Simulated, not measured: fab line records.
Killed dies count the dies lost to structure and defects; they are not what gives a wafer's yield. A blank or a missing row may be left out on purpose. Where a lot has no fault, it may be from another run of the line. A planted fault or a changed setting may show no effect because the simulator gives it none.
The tool behind it: which one?	flow n5-finfet	Sampling: 24 lots, 72 wafers, 6 of 1938 route steps

## WHAT EACH GAUGE READ, for each wafer
N5_BEOL_M2_CD_MEAS_18: pitch 36 nm, target cd 18 nm. Usual: cd-nm 17.99 nm, standard deviation 0.3.
lot	measured	on	cd-nm (nm)	flag
L074	day 6 16:40	cd-sem-02	17.30 18.11 17.68	
L075	day 6 16:45	cd-sem-01	18.18 18.46 18.34	
L076	day 6 22:15	cd-sem-01	18.28 18.20 17.45	
L077	day 7 09:25	cd-sem-03	17.84 17.79 17.82	
L078	day 7 14:31	cd-sem-02	17.59 18.00 17.51	
L079	day 7 22:46	cd-sem-03	18.15 18.49 18.07	
L081	day 8 14:41	cd-sem-01	17.81 18.32 17.66	
L082	day 8 20:34	cd-sem-03	18.62 18.40 17.98	
L083	day 8 20:11	cd-sem-02	17.64 18.34 18.04	
L080	day 9 04:08	cd-sem-01	18.24 18.17 18.41	
L084	day 9 04:22	cd-sem-03	17.77 17.88 17.99	
L085	day 9 09:26	cd-sem-02	17.99 18.02 17.98	
L086	day 9 13:57	cd-sem-01	17.94 18.53 17.82	
L087	day 9 18:55	cd-sem-02	18.13 17.85 18.42	
L088	day 10 05:31	cd-sem-03	17.70 18.24 18.21	
L089	day 10 09:14	cd-sem-02	18.05 17.64 17.90	
L091	day 10 14:16	cd-sem-01	17.87 18.12 17.81	
L090	day 11 00:32	cd-sem-01	18.32 17.72 18.22	
L092	day 11 02:58	cd-sem-01	17.75 17.96 17.68	
L093	day 11 02:31	cd-sem-03	18.10 18.06 17.75	
L094	day 11 16:05	cd-sem-03	18.14 17.89 18.08	
L096	day 12 01:14	cd-sem-02	18.33 18.34 18.38	
L095	day 12 01:25	cd-sem-02	17.97 18.31 17.93	
L097	day 12 09:31	cd-sem-03	18.46 18.48 18.66	

## WHICH TOOL RAN EACH LOT (tool, then ch and the chambers of the sampled wafers, then the start)
lot	N5_BEOL_M1_SURFACE_TREAT_85	N5_BEOL_M1_ANNEAL_89	N5_BEOL_M1_SPUTTER_90	N5_BEOL_M1_ANNEAL_91	N5_BEOL_M1_SPUTTER_94
L074	pvd-sputter-01, day 6 08:48	pvd-sputter-01, day 6 10:06	pvd-sputter-01, day 6 10:14	pvd-sputter-01, day 6 10:19	pvd-sputter-01, day 6 10:41
L075	pvd-sputter-01, day 6 08:50	pvd-sputter-03, day 6 11:19	pvd-sputter-03, day 6 11:28	pvd-sputter-03, day 6 11:32	pvd-sputter-03, day 6 11:54
L076	pvd-sputter-03, day 6 17:27	pvd-sputter-03, day 6 18:57	pvd-sputter-03, day 6 19:05	pvd-sputter-03, day 6 19:10	pvd-sputter-03, day 6 19:32
L077	pvd-sputter-02, day 7 04:36	pvd-sputter-02, day 7 06:10	pvd-sputter-02, day 7 06:18	pvd-sputter-02, day 7 06:23	pvd-sputter-02, day 7 06:44
L078	pvd-sputter-03, day 7 07:39	pvd-sputter-03, day 7 08:55	pvd-sputter-03, day 7 09:03	pvd-sputter-03, day 7 09:08	pvd-sputter-03, day 7 09:29
L079	pvd-sputter-02, day 7 16:31	pvd-sputter-02, day 7 17:49	pvd-sputter-02, day 7 17:58	pvd-sputter-02, day 7 18:02	pvd-sputter-02, day 7 18:24
L081	pvd-sputter-01, day 8 08:47	pvd-sputter-02, day 8 11:04	pvd-sputter-02, day 8 11:12	pvd-sputter-02, day 8 11:17	pvd-sputter-02, day 8 11:38
L082	pvd-sputter-01, day 8 14:44	pvd-sputter-02, day 8 16:14	pvd-sputter-02, day 8 16:23	pvd-sputter-02, day 8 16:28	pvd-sputter-02, day 8 16:49
L083	pvd-sputter-01, day 8 14:47	pvd-sputter-01, day 8 16:11	pvd-sputter-01, day 8 16:19	pvd-sputter-01, day 8 16:24	pvd-sputter-01, day 8 16:46
L080	pvd-sputter-03, day 8 21:21	pvd-sputter-03, day 8 22:34	pvd-sputter-03, day 8 22:43	pvd-sputter-03, day 8 22:47	pvd-sputter-03, day 8 23:09
L084	pvd-sputter-03, day 8 21:34	pvd-sputter-02, day 8 22:48	pvd-sputter-02, day 8 22:56	pvd-sputter-02, day 8 23:01	pvd-sputter-02, day 8 23:23
L085	pvd-sputter-01, day 9 02:56	pvd-sputter-01, day 9 04:10	pvd-sputter-01, day 9 04:19	pvd-sputter-01, day 9 04:23	pvd-sputter-01, day 9 04:45
L086	pvd-sputter-03, day 9 05:56	pvd-sputter-03, day 9 07:10	pvd-sputter-03, day 9 07:19	pvd-sputter-03, day 9 07:23	pvd-sputter-03, day 9 07:45
L087	pvd-sputter-02, day 9 13:05	pvd-sputter-02, day 9 14:19	pvd-sputter-02, day 9 14:28	pvd-sputter-02, day 9 14:32	pvd-sputter-02, day 9 14:54
L088	pvd-sputter-01, day 9 23:40	pvd-sputter-03, day 10 00:53	pvd-sputter-03, day 10 01:01	pvd-sputter-03, day 10 01:06	pvd-sputter-03, day 10 01:28
L089	pvd-sputter-01, day 10 03:09	pvd-sputter-01, day 10 04:33	pvd-sputter-01, day 10 04:41	pvd-sputter-01, day 10 04:46	pvd-sputter-01, day 10 05:08
L091	pvd-sputter-02, day 10 09:55	pvd-sputter-02, day 10 11:07	pvd-sputter-02, day 10 11:16	pvd-sputter-02, day 10 11:20	pvd-sputter-02, day 10 11:42
L090	pvd-sputter-01, day 10 17:32	pvd-sputter-01, day 10 18:43	pvd-sputter-01, day 10 18:51	pvd-sputter-01, day 10 18:56	pvd-sputter-01, day 10 19:17
L092	pvd-sputter-03, day 10 21:04	pvd-sputter-03, day 10 22:25	pvd-sputter-03, day 10 22:33	pvd-sputter-03, day 10 22:38	pvd-sputter-03, day 10 22:59
L093	pvd-sputter-03, day 10 21:25	pvd-sputter-01, day 10 22:37	pvd-sputter-01, day 10 22:45	pvd-sputter-01, day 10 22:50	pvd-sputter-01, day 10 23:11
L094	pvd-sputter-03, day 11 10:04	pvd-sputter-01, day 11 11:25	pvd-sputter-01, day 11 11:33	pvd-sputter-01, day 11 11:38	pvd-sputter-01, day 11 11:59
L096	pvd-sputter-01, day 11 18:20	pvd-sputter-01, day 11 19:31	pvd-sputter-01, day 11 19:39	pvd-sputter-01, day 11 19:44	pvd-sputter-01, day 11 20:05
L095	pvd-sputter-02, day 11 19:37	pvd-sputter-02, day 11 20:47	pvd-sputter-02, day 11 20:56	pvd-sputter-02, day 11 21:01	pvd-sputter-02, day 11 21:22
L097	pvd-sputter-01, day 12 03:31	pvd-sputter-03, day 12 04:46	pvd-sputter-03, day 12 04:54	pvd-sputter-03, day 12 04:59	pvd-sputter-03, day 12 05:20
- N5_BEOL_M1_SURFACE_TREAT_85
- N5_BEOL_M1_ANNEAL_89: time 240 s.
- N5_BEOL_M1_SPUTTER_90: material Cu, target thk 4.5 nm, time 8.29 s.
- N5_BEOL_M1_ANNEAL_91: time 240 s.
- N5_BEOL_M1_SPUTTER_94: material Cu, target thk 4.5 nm, time 8.29 s.

## WHAT THE TOOLS THEMSELVES READ (means of the sampled wafers that have a number; where no wafer has one, the mark that the record gives instead)
N5_BEOL_M1_ANNEAL_89. Usual: heater-power-w 822 W, standard deviation 58.
lot	tool	heater-power-w (W)	flag
L074	pvd-sputter-01	864	
L075	pvd-sputter-03	815	
L076	pvd-sputter-03	775	
L077	pvd-sputter-02	743	
L078	pvd-sputter-03	780	
L079	pvd-sputter-02	804	
L081	pvd-sputter-02	794	
L082	pvd-sputter-02	797	
L083	pvd-sputter-01	854	
L080	pvd-sputter-03	789	
L084	pvd-sputter-02	786	
L085	pvd-sputter-01	843	
L086	pvd-sputter-03	783	
L087	pvd-sputter-02	799	
L088	pvd-sputter-03	778	
L089	pvd-sputter-01	871	
L091	pvd-sputter-02	801	
L090	pvd-sputter-01	850	
L092	pvd-sputter-03	787	
L093	pvd-sputter-01	867	
L094	pvd-sputter-01	878	
L096	pvd-sputter-01	893	
L095	pvd-sputter-02	745	
L097	pvd-sputter-03	772	

N5_BEOL_M1_SPUTTER_90. Usual: substrate-temp-c -20.01 C, standard deviation 0.097; throttle-valve-pct 30.3 %, standard deviation 0.89.
lot	tool	substrate-temp-c (C)	throttle-valve-pct (%)	flag
L074	pvd-sputter-01	-20.06	29.8	
L075	pvd-sputter-03	-19.89	31.0	
L076	pvd-sputter-03	-19.98	30.2	
L077	pvd-sputter-02	-20.00	30.3	
L078	pvd-sputter-03	-20.08	30.8	
L079	pvd-sputter-02	-20.02	30.7	
L081	pvd-sputter-02	-19.99	31.0	
L082	pvd-sputter-02	-19.95	30.3	
L083	pvd-sputter-01	-19.98	30.2	
L080	pvd-sputter-03	-19.95	29.6	
L084	pvd-sputter-02	-20.07	30.1	
L085	pvd-sputter-01	-20.03	29.4	
L086	pvd-sputter-03	-20.05	29.8	
L087	pvd-sputter-02	-20.06	30.6	
L088	pvd-sputter-03	-19.96	30.8	
L089	pvd-sputter-01	-20.09	30.1	
L091	pvd-sputter-02	-19.99	30.3	
L090	pvd-sputter-01	-20.06	30.2	
L092	pvd-sputter-03	-19.95	30.8	
L093	pvd-sputter-01	-19.97	29.9	
L094	pvd-sputter-01	-19.90	30.4	
L096	pvd-sputter-01	-20.11	30.6	
L095	pvd-sputter-02	-20.02	30.3	
L097	pvd-sputter-03	-20.10	30.1	

N5_BEOL_M1_ANNEAL_91. Usual: heater-power-w 820 W, standard deviation 57.
lot	tool	heater-power-w (W)	flag
L074	pvd-sputter-01	858	
L075	pvd-sputter-03	802	
L076	pvd-sputter-03	769	
L077	pvd-sputter-02	742	
L078	pvd-sputter-03	776	
L079	pvd-sputter-02	795	
L081	pvd-sputter-02	799	
L082	pvd-sputter-02	805	
L083	pvd-sputter-01	841	
L080	pvd-sputter-03	802	
L084	pvd-sputter-02	797	
L085	pvd-sputter-01	840	
L086	pvd-sputter-03	790	
L087	pvd-sputter-02	793	
L088	pvd-sputter-03	785	
L089	pvd-sputter-01	875	
L091	pvd-sputter-02	794	
L090	pvd-sputter-01	840	
L092	pvd-sputter-03	790	
L093	pvd-sputter-01	863	
L094	pvd-sputter-01	882	
L096	pvd-sputter-01	901	
L095	pvd-sputter-02	746	
L097	pvd-sputter-03	780	

N5_BEOL_M1_SPUTTER_94. Usual: substrate-temp-c -19.99 C, standard deviation 0.095; throttle-valve-pct 30.3 %, standard deviation 0.87.
lot	tool	substrate-temp-c (C)	throttle-valve-pct (%)	flag
L074	pvd-sputter-01	-20.00	29.6	
L075	pvd-sputter-03	-19.96	31.0	
L076	pvd-sputter-03	-20.01	30.2	
L077	pvd-sputter-02	-19.98	30.5	
L078	pvd-sputter-03	-19.97	30.6	
L079	pvd-sputter-02	-20.01	30.7	
L081	pvd-sputter-02	-19.96	31.0	
L082	pvd-sputter-02	-20.01	30.3	
L083	pvd-sputter-01	-19.99	30.3	
L080	pvd-sputter-03	-19.96	29.6	
L084	pvd-sputter-02	-20.07	30.1	
L085	pvd-sputter-01	-19.89	29.4	
L086	pvd-sputter-03	-20.09	29.8	
L087	pvd-sputter-02	-20.02	30.9	
L088	pvd-sputter-03	-20.02	30.7	
L089	pvd-sputter-01	-20.01	30.1	
L091	pvd-sputter-02	-19.86	30.5	
L090	pvd-sputter-01	-20.05	30.2	
L092	pvd-sputter-03	-20.01	30.9	
L093	pvd-sputter-01	-20.07	29.6	
L094	pvd-sputter-01	-19.97	30.3	
L096	pvd-sputter-01	-20.06	30.6	
L095	pvd-sputter-02	-20.03	30.3	
L097	pvd-sputter-03	-20.04	30.2	

## THE ANSWER, worked out from the rows above alone
Rule: a lot is off if the mean of its wafers that have a number lies more than 3 standard deviations from the usual mean. Also off: a lot with no number at a reading for which 4 or more lots have one. The other lots that the step has rows for count as sound. The gauges are gone through in route order, then the tools' own readings, and for those a lot's mean is taken as printed above. The first step at which some lot is off is used, and at that step the reading that is off furthest; a lot without a number counts as furthest.
None of the lots is off at any reading shown; this tells nothing.

## WHAT THE SIMULATOR HAD PUT IN
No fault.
